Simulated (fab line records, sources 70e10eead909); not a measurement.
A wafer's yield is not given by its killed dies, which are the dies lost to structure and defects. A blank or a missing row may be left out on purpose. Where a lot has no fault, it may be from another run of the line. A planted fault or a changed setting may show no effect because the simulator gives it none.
What tool caused it?	flow nand_harc	24 lots with 72 wafers sampled at 6 steps, on a route of 1302 steps

== WHAT THE GAUGES READ, wafer by wafer ==
The record holds no reading of a measuring or inspecting step that can be judged against a usual standard deviation.

== TOOL THAT RAN EACH LOT (tool first, then ch and the chambers of the sampled wafers, then the start) ==
lot	NHARC_A_STAIRCASE_STRIP_175	NHARC_A_STAIRCASE_TRIM_193	NHARC_A_STAIRCASE_STRIP_205	NHARC_A_STAIRCASE_ETCH_227	NHARC_A_STAIRCASE_TRIM_229	NHARC_A_STAIRCASE_ETCH_234
L074	plasma_asher-02 ch 0,1, day 15 19:46	rie_diel-01 ch 0,1,3, day 15 23:44 or earlier	plasma_asher-02 ch 0,1, day 15 23:44	rie_diel-05 ch 0,2, day 16 02:23 or earlier	rie_diel-09 ch 0,1,3, day 16 02:23	rie_diel-09 ch 0,1,3, no start
L075	plasma_asher-01 ch 0,1, day 16 01:42	rie_diel-05 ch 0,2, day 16 06:04 or earlier	plasma_asher-01 ch 0,1, day 16 06:04	rie_diel-01 ch 1,2,3, day 16 08:28 or earlier	rie_diel-09 ch 0,3, day 16 08:28	rie_diel-09 ch 1,3, no start
L076	plasma_asher-02 ch 0,1, day 16 13:00	rie_diel-01 ch 0,1,3, day 16 17:38 or earlier	plasma_asher-02 ch 0,1, day 16 17:38	rie_diel-05 ch 0,1, day 16 20:03 or earlier	rie_diel-05 ch 1,2, day 16 20:03	rie_diel-05 ch 0,3, no start
L077	plasma_asher-02 ch 0,1, day 17 13:52	rie_diel-01 ch 0,1,2, day 17 17:35 or earlier	plasma_asher-01 ch 0,1, day 17 17:35	rie_diel-01 ch 1,3, day 17 20:26 or earlier	rie_diel-05 ch 0,1,3, day 17 20:26	rie_diel-05 ch 0,2,3, no start
L078	plasma_asher-01 ch 0,1, day 17 13:58	rie_diel-09 ch 1,3, day 17 20:40 or earlier	plasma_asher-02 ch 0,1, day 17 20:40	rie_diel-05 ch 2,3, day 17 23:12 or earlier	rie_diel-05 ch 0,2,3, day 17 23:12	rie_diel-05 ch 1,2, no start
L079	plasma_asher-01 ch 0,1, day 17 18:58	rie_diel-09 ch 1,2, day 18 00:29 or earlier	plasma_asher-01 ch 0,1, day 18 00:29	rie_diel-01 ch 2,3, day 18 03:37 or earlier	rie_diel-01 ch 2,3, day 18 03:37	rie_diel-01 ch 2,3, no start
L080	plasma_asher-02 ch 0,1, day 17 22:44	rie_diel-09 ch 2,3, day 18 02:19 or earlier	plasma_asher-01 ch 0,1, day 18 02:19	rie_diel-09 ch 0,1, day 18 04:58 or earlier	rie_diel-09 ch 0,2,3, day 18 04:58	rie_diel-09 ch 1,2, no start
L081	plasma_asher-02 ch 0,1, day 18 15:19	rie_diel-05 ch 0,1, day 18 19:11 or earlier	plasma_asher-01 ch 0,1, day 18 19:11	rie_diel-05 ch 0,1, day 18 21:41 or earlier	rie_diel-09 ch 0,2,3, day 18 21:41	rie_diel-09 ch 0,1,3, no start
L083	plasma_asher-02 ch 0,1, day 19 03:20	rie_diel-05 ch 2,3, day 19 07:09 or earlier	plasma_asher-02 ch 0,1, day 19 07:09	rie_diel-01 ch 2,3, day 19 09:44 or earlier	rie_diel-05 ch 1,2,3, day 19 09:44	rie_diel-05 ch 0,1,2, no start
L082	plasma_asher-02 ch 0,1, day 19 10:51	rie_diel-09 ch 0,1, day 19 14:34 or earlier	plasma_asher-02 ch 0,1, day 19 14:34	rie_diel-05 ch 0,1,3, day 19 17:03 or earlier	rie_diel-05 ch 0,2,3, day 19 17:03	rie_diel-05 ch 1,2,3, no start
L084	plasma_asher-01 ch 0,1, day 19 21:19	rie_diel-09 ch 0,2, day 20 01:44 or earlier	plasma_asher-02 ch 0,1, day 20 01:44	rie_diel-01 ch 0,1,3, day 20 04:24 or earlier	rie_diel-01 ch 0,1,3, day 20 04:24	rie_diel-01 ch 0,1,2, no start
L085	plasma_asher-02 ch 0,1, day 20 09:18	rie_diel-01 ch 0,1,2, day 20 13:16 or earlier	plasma_asher-01 ch 0,1, day 20 13:16	rie_diel-09 ch 0,1,2, day 20 15:55 or earlier	rie_diel-05 ch 0,1,3, day 20 15:55	rie_diel-05 ch 0,1,2, no start
L086	plasma_asher-01 ch 0,1, day 20 19:31	rie_diel-05 ch 1,2,3, day 21 03:12 or earlier	plasma_asher-02 ch 0,1, day 21 03:12	rie_diel-09 ch 0,1,3, day 21 05:39 or earlier	rie_diel-09 ch 1,2,3, day 21 05:39	rie_diel-09 ch 0,1,3, no start
L087	plasma_asher-01 ch 0,1, day 21 16:04	rie_diel-05 ch 0,1,2, day 21 20:02 or earlier	plasma_asher-01 ch 0,1, day 21 20:02	rie_diel-05 ch 0,1,3, day 21 22:52 or earlier	rie_diel-01 ch 0,2,3, day 21 22:52	rie_diel-01 ch 1,2,3, no start
L089	plasma_asher-02 ch 0,1, day 21 19:17	rie_diel-01 ch 0,1, day 21 23:07 or earlier	plasma_asher-01 ch 0, day 21 23:07	rie_diel-01 ch 0,1,3, day 22 01:37 or earlier	rie_diel-05 ch 0,1,3, day 22 01:37	rie_diel-05 ch 0,2,3, no start
L088	plasma_asher-01 ch 0,1, day 21 19:28	rie_diel-01 ch 0,3, day 22 00:09 or earlier	plasma_asher-02 ch 0, day 22 00:09	rie_diel-01 ch 0,1,2, day 22 02:50 or earlier	rie_diel-09 ch 0,3, day 22 02:50	rie_diel-09 ch 0,2, no start
L090	plasma_asher-01 ch 0,1, day 22 12:41	rie_diel-09 ch 0,2, day 22 16:31 or earlier	plasma_asher-02 ch 0, day 22 16:31	rie_diel-05 ch 1,2,3, day 22 19:09 or earlier	rie_diel-05 ch 1,2, day 22 19:09	rie_diel-05 ch 2,3, no start
L091	plasma_asher-01 ch 0,1, day 23 08:14	rie_diel-01 ch 1,2,3, day 23 11:53 or earlier	plasma_asher-01 ch 0,1, day 23 11:53	rie_diel-09 ch 0,1, day 23 14:32 or earlier	rie_diel-05 ch 1,2,3, day 23 14:32	rie_diel-05 ch 1,2,3, no start
L092	plasma_asher-01 ch 0,1, day 23 09:41	rie_diel-05 ch 0,1,2, day 23 13:53 or earlier	plasma_asher-01 ch 0,1, day 23 13:53	rie_diel-09 ch 0,1,2, day 23 17:13 or earlier	rie_diel-05 ch 1,2,3, day 23 17:13	rie_diel-05 ch 1,2,3, no start
L093	plasma_asher-02 ch 0,1, day 23 13:53	rie_diel-05 ch 2,3, day 23 17:32 or earlier	plasma_asher-02 ch 1, day 23 17:32	rie_diel-05 ch 1,2, day 23 20:02 or earlier	rie_diel-09 ch 0,2, day 23 20:02	rie_diel-09 ch 0,2, no start
L094	plasma_asher-02 ch 0,1, day 24 06:28	rie_diel-05 ch 0,1,3, day 24 10:11 or earlier	plasma_asher-01 ch 0,1, day 24 10:11	rie_diel-05 ch 2,3, day 24 12:50 or earlier	rie_diel-05 ch 2,3, day 24 12:50	rie_diel-05 ch 1,3, no start
L096	plasma_asher-01 ch 0,1, day 24 15:36	rie_diel-05 ch 2,3, day 24 22:19 or earlier	plasma_asher-01 ch 0,1, day 24 22:19	rie_diel-01 ch 1,3, day 25 01:05 or earlier	rie_diel-01 ch 1,3, day 25 01:05	rie_diel-01 ch 1,3, no start
L095	plasma_asher-01 ch 0,1, day 25 00:17	rie_diel-09 ch 0,3, day 25 04:07 or earlier	plasma_asher-02 ch 0,1, day 25 04:07	rie_diel-09 ch 0,1,2, day 25 06:46 or earlier	rie_diel-09 ch 0,1,2, day 25 06:46	rie_diel-09 ch 1,2, no start
L097	plasma_asher-01 ch 0,1, day 25 20:56	rie_diel-01 ch 0,2,3, day 26 00:40 or earlier	plasma_asher-01 ch 1, day 26 00:40	rie_diel-09 ch 0,1,2, day 26 03:07 or earlier	rie_diel-09 ch 0,2,3, day 26 03:07	rie_diel-09 ch 0,1,2, no start
- NHARC_A_STAIRCASE_STRIP_175: strips in O2.
- NHARC_A_STAIRCASE_TRIM_193: chemistry O2, time 211.2 s.
- NHARC_A_STAIRCASE_STRIP_205: strips in O2.
- NHARC_A_STAIRCASE_ETCH_227: etches the open film in C4F8/O2, target depth 100 nm, time 40.5 s.
- NHARC_A_STAIRCASE_TRIM_229: chemistry O2, time 211.2 s.
- NHARC_A_STAIRCASE_ETCH_234: etches the open film in C4F8/O2, target depth 100 nm, time 40.5 s.

== AS READ BY THE TOOLS THEMSELVES (means over the sampled wafers that have a number; for cases with no such wafer, the mark the record gives instead) ==
NHARC_A_STAIRCASE_STRIP_175. Usual: drypump_motor_current_A 5.5 A, standard deviation 0.66; heater_power_w 337 W, standard deviation 36.
lot	tool	drypump_motor_current_A (A)	heater_power_w (W)	flag
L074	plasma_asher-02	5.0	334	
L075	plasma_asher-01	5.8	323	
L076	plasma_asher-02	5.0	358	
L077	plasma_asher-02	5.0	356	
L078	plasma_asher-01	5.8	315	
L079	plasma_asher-01	6.2	328	
L080	plasma_asher-02	5.0	357	
L081	plasma_asher-02	5.0	361	
L083	plasma_asher-02	5.0	348	
L082	plasma_asher-02	5.0	352	
L084	plasma_asher-01	5.8	314	
L085	plasma_asher-02	5.0	378	
L086	plasma_asher-01	6.2	332	
L087	plasma_asher-01	5.8	317	
L089	plasma_asher-02	4.9	347	
L088	plasma_asher-01	5.8	315	
L090	plasma_asher-01	5.8	316	
L091	plasma_asher-01	6.2	327	
L092	plasma_asher-01	6.2	325	
L093	plasma_asher-02	4.9	346	
L094	plasma_asher-02	5.0	350	
L096	plasma_asher-01	5.8	318	
L095	plasma_asher-01	6.2	332	
L097	plasma_asher-01	5.8	318	

NHARC_A_STAIRCASE_TRIM_193. Usual: drypump_motor_current_A 5.7 A, standard deviation 0.56; mfc_ar_sccm 0.010 sccm, standard deviation 0.013; oes_product_au 0.998 a.u., standard deviation 0.0077; rf_vpp_V 57.8 V, standard deviation 0.88; showerhead_plenum_p_Torr 3.54 Torr, standard deviation 0.16; throttle_valve_pct 17.036 %, standard deviation 0.0096.
lot	tool	drypump_motor_current_A (A)	mfc_ar_sccm (sccm)	oes_product_au (a.u.)	rf_vpp_V (V)	showerhead_plenum_p_Torr (Torr)	throttle_valve_pct (%)	flag
L074	rie_diel-01	5.7	0.000	1.005	57.7	3.42	17.041	
L075	rie_diel-05	5.1	0.027	0.996	58.0	3.46	17.041	
L076	rie_diel-01	5.7	0.000	1.001	58.1	3.42	17.041	
L077	rie_diel-01	5.8	0.000	0.998	57.9	3.76	17.033	
L078	rie_diel-09	5.6	0.007	1.001	57.6	3.53	17.038	
L079	rie_diel-09	5.6	0.000	1.005	58.2	3.48	17.046	
L080	rie_diel-09	5.6	0.007	1.007	57.9	3.46	17.036	
L081	rie_diel-05	5.5	0.017	0.990	57.3	3.53	17.036	
L083	rie_diel-05	5.8	0.032	0.999	57.2	3.64	17.040	
L082	rie_diel-09	5.7	0.000	1.001	58.0	3.55	17.044	
L084	rie_diel-09	6.0	0.000	0.997	58.5	3.49	17.032	
L085	rie_diel-01	5.9	0.000	0.995	57.7	3.75	17.040	
L086	rie_diel-05	5.5	0.024	0.989	58.8	3.61	17.028	
L087	rie_diel-05	5.3	0.022	0.991	57.8	3.48	17.028	
L089	rie_diel-01	5.8	0.000	0.994	58.7	3.70	17.031	
L088	rie_diel-01	5.6	0.000	0.991	58.3	3.45	17.035	
L090	rie_diel-09	6.0	0.000	0.997	57.6	3.48	17.038	
L091	rie_diel-01	6.2	0.000	1.006	58.4	3.57	17.034	
L092	rie_diel-05	5.3	0.022	0.993	57.8	3.47	17.028	
L093	rie_diel-05	5.8	0.032	0.995	58.0	3.62	17.032	
L094	rie_diel-05	5.8	0.026	1.000	57.4	3.53	17.039	
L096	rie_diel-05	5.2	0.029	0.994	57.4	3.55	17.038	
L095	rie_diel-09	5.9	0.003	0.997	58.1	3.53	17.037	
L097	rie_diel-01	5.8	0.000	0.995	57.4	3.78	17.044	

NHARC_A_STAIRCASE_STRIP_205. Usual: drypump_motor_current_A 5.5 A, standard deviation 0.66; heater_power_w 339 W, standard deviation 38.
lot	tool	drypump_motor_current_A (A)	heater_power_w (W)	flag
L074	plasma_asher-02	5.0	365	
L075	plasma_asher-01	5.8	319	
L076	plasma_asher-02	4.9	329	
L077	plasma_asher-01	6.2	327	
L078	plasma_asher-02	5.0	354	
L079	plasma_asher-01	5.7	320	
L080	plasma_asher-01	5.8	317	
L081	plasma_asher-01	5.8	320	
L083	plasma_asher-02	5.0	382	
L082	plasma_asher-02	5.0	383	
L084	plasma_asher-02	4.9	345	
L085	plasma_asher-01	5.8	313	
L086	plasma_asher-02	5.0	377	
L087	plasma_asher-01	6.2	325	
L089	plasma_asher-01	5.4	311	
L088	plasma_asher-02	4.9	320	
L090	plasma_asher-02	4.9	316	
L091	plasma_asher-01	6.2	328	
L092	plasma_asher-01	6.2	333	
L093	plasma_asher-02	5.0	409	
L094	plasma_asher-01	5.8	317	
L096	plasma_asher-01	5.8	314	
L095	plasma_asher-02	5.0	375	
L097	plasma_asher-01	6.6	336	

NHARC_A_STAIRCASE_ETCH_227. Usual: oes_product_au 0.941 a.u., standard deviation 0.0088; rf_vpp_V 896 V, standard deviation 6.1.
lot	tool	oes_product_au (a.u.)	rf_vpp_V (V)	flag
L074	rie_diel-05	0.941	893	
L075	rie_diel-01	0.942	893	
L076	rie_diel-05	0.929	897	
L077	rie_diel-01	0.931	893	
L078	rie_diel-05	0.941	900	
L079	rie_diel-01	0.940	900	
L080	rie_diel-09	0.942	896	
L081	rie_diel-05	0.935	893	
L083	rie_diel-01	0.936	899	
L082	rie_diel-05	0.939	897	
L084	rie_diel-01	0.937	898	
L085	rie_diel-09	0.941	894	
L086	rie_diel-09	0.938	897	
L087	rie_diel-05	0.933	897	
L089	rie_diel-01	0.941	897	
L088	rie_diel-01	0.944	903	
L090	rie_diel-05	0.944	898	
L091	rie_diel-09	0.941	896	
L092	rie_diel-09	0.950	894	
L093	rie_diel-05	0.937	896	
L094	rie_diel-05	0.949	899	
L096	rie_diel-01	0.938	904	
L095	rie_diel-09	0.942	893	
L097	rie_diel-09	0.945	893	

NHARC_A_STAIRCASE_TRIM_229. Usual: drypump_motor_current_A 5.7 A, standard deviation 0.52; mfc_ar_sccm 0.013 sccm, standard deviation 0.014; oes_product_au 0.999 a.u., standard deviation 0.007; rf_vpp_V 57.7 V, standard deviation 0.93; showerhead_plenum_p_Torr 3.54 Torr, standard deviation 0.15; throttle_valve_pct 17.036 %, standard deviation 0.0094.
lot	tool	drypump_motor_current_A (A)	mfc_ar_sccm (sccm)	oes_product_au (a.u.)	rf_vpp_V (V)	showerhead_plenum_p_Torr (Torr)	throttle_valve_pct (%)	flag
L074	rie_diel-09	5.7	0.003	0.997	58.1	3.56	17.033	
L075	rie_diel-09	5.7	0.007	0.995	58.1	3.55	17.041	
L076	rie_diel-05	4.9	0.020	0.994	58.5	3.56	17.039	
L077	rie_diel-05	5.8	0.026	0.999	57.6	3.56	17.042	
L078	rie_diel-05	5.6	0.031	0.995	57.2	3.51	17.045	
L079	rie_diel-01	6.2	0.000	0.994	57.4	3.47	17.038	
L080	rie_diel-09	5.8	0.003	0.999	58.5	3.48	17.042	
L081	rie_diel-09	5.8	0.003	1.003	57.2	3.48	17.031	
L083	rie_diel-05	5.4	0.024	0.999	57.6	3.61	17.043	
L082	rie_diel-05	5.7	0.031	0.994	56.6	3.51	17.036	
L084	rie_diel-01	5.8	0.000	0.999	58.5	3.58	17.034	
L085	rie_diel-05	5.8	0.026	1.001	57.9	3.55	17.039	
L086	rie_diel-09	5.6	0.003	1.006	57.4	3.46	17.044	
L087	rie_diel-01	5.7	0.000	1.002	57.5	3.62	17.029	
L089	rie_diel-05	5.8	0.026	1.003	57.3	3.54	17.041	
L088	rie_diel-09	5.8	0.007	1.005	58.5	3.52	17.038	
L090	rie_diel-05	4.9	0.020	0.992	57.6	3.54	17.034	
L091	rie_diel-05	5.4	0.024	0.997	58.6	3.60	17.031	
L092	rie_diel-05	5.4	0.024	0.988	58.3	3.60	17.033	
L093	rie_diel-09	5.9	0.000	0.999	56.3	3.40	17.038	
L094	rie_diel-05	5.2	0.029	0.988	58.4	3.55	17.029	
L096	rie_diel-01	6.2	0.000	1.002	58.5	3.75	17.036	
L095	rie_diel-09	5.8	0.000	1.003	57.5	3.46	17.034	
L097	rie_diel-09	5.8	0.003	0.998	57.7	3.45	17.024	

NHARC_A_STAIRCASE_ETCH_234. Usual: oes_product_au 0.942 a.u., standard deviation 0.0095; rf_vpp_V 896 V, standard deviation 5.5.
lot	tool	oes_product_au (a.u.)	rf_vpp_V (V)	flag
L074	rie_diel-09	0.948	897	
L075	rie_diel-09	0.942	897	
L076	rie_diel-05	0.942	894	
L077	rie_diel-05	0.940	896	
L078	rie_diel-05	0.942	898	
L079	rie_diel-01	0.931	899	
L080	rie_diel-09	0.955	892	
L081	rie_diel-09	0.945	897	
L083	rie_diel-05	0.937	894	
L082	rie_diel-05	0.944	899	
L084	rie_diel-01	0.946	904	
L085	rie_diel-05	0.936	895	
L086	rie_diel-09	0.942	896	
L087	rie_diel-01	0.942	897	
L089	rie_diel-05	0.937	895	
L088	rie_diel-09	0.940	894	
L090	rie_diel-05	0.939	900	
L091	rie_diel-05	0.937	898	
L092	rie_diel-05	0.943	899	
L093	rie_diel-09	0.952	891	
L094	rie_diel-05	0.928	901	
L096	rie_diel-01	0.938	902	
L095	rie_diel-09	0.958	890	
L097	rie_diel-09	0.945	893	

== THE ANSWER, worked out from the rows above alone ==
Rule: a lot counts as off when the mean over its wafers that have a number is more than 3 standard deviations away from the usual mean. A lot without any number at a reading at which 4 lots or more have one is off too. The other lots that the step has rows for count as sound. After the gauges, taken in route order, come the tools' own readings; for these a lot's mean is taken, as printed above. The first step at which some lot is off is used, and at that step the reading that is off furthest; a lot without a number counts as furthest.
No lot is off on any of the readings shown, so nothing can be concluded from this.

== WHAT WAS PUT IN BY THE SIMULATOR ==
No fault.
